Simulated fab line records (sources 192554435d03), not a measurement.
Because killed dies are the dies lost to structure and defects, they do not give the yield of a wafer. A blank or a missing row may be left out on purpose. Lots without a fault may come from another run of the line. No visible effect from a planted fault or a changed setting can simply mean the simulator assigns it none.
One fault through the eyes of 2 desks | flow n5-finfet | each desk has only its own numbers; what lay behind them comes last

## FOR THE TOOL OWNER'S DESK: litho-track-04
The tool's own readings at N5_BEOL_M6_COAT_60 (time 60 s, resist thk 35 nm): means of the sampled wafers that have a number, for each lot that ran on this tool. The brackets show how far a lot's mean lies from the usual mean; more than 4 standard deviations puts the lot out of limits, marked OUT.
Columns: A = heater-power-total-W at N5_BEOL_M6_COAT_60, usual 427.5 W; B = plate-temp-C at N5_BEOL_M6_COAT_60, usual 219.99 C
lot  | first seen here | A               | B
L810 | day 9 15:43     | 427.9           | 220.03
L813 | day 10 16:14    | 429.2           | 219.91
L820 | day 11 23:47    | 427.1           | 219.75
L822 | day 11 23:53    | 425.7           | 220.10
L821 | day 12 00:01    | 456.6 (+14) OUT | 231.43 (+67) OUT
L823 | day 12 14:52    | 453.4 (+12) OUT | 231.86 (+70) OUT
This desk's verdict: out of limits on L821, L823, starting with L821 at day 12 00:01 (heater-power-total-W at N5_BEOL_M6_COAT_60). L810, L813, L820, L822 stayed within limits.

## THE DEFECT DESK
Lot by lot, what the route's inspections counted, given as the mean of those sampled wafers with a number. The brackets show how far a lot's mean lies from the usual mean; more than 4 standard deviations puts the lot out of limits, marked OUT.
Columns: A = raw-defect-count at N5_BEOL_M5_INSPECT_58, usual 68
lot  | first seen here | A
L808 | day 8 05:23     | 62
L810 | day 9 13:20     | 37
L811 | day 9 16:18     | 74
L813 | day 10 13:35    | 39
L816 | day 10 18:56    | 59
L815 | day 10 22:55    | 71
L818 | day 11 16:56    | 76
L820 | day 11 21:21    | 54
L822 | day 11 21:23    | 75
L821 | day 11 21:37    | 80
L823 | day 12 12:54    | 65
L831 | day 14 18:03    | 73
This desk found nothing out of limits on any of the 12 lots.

## ALL TOGETHER
At day 12 00:01, on L821, L823, the tool owner's desk was in a position to raise an alarm.
The defect desk saw nothing out of limits.
The defect desk has L821, L823 on record, within its limits.
Every lot named ran N5_BEOL_M6_COAT_60 on litho-track-04.

## WHAT THE SIMULATOR HAD INSERTED
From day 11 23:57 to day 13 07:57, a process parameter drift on litho-track-04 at N5_BEOL_M6_COAT_60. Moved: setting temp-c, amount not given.
Lots struck among those shown: L821, L823.
Time in hours from fault onset to the first out-of-limits reading at each desk: the tool owner's desk, 0.
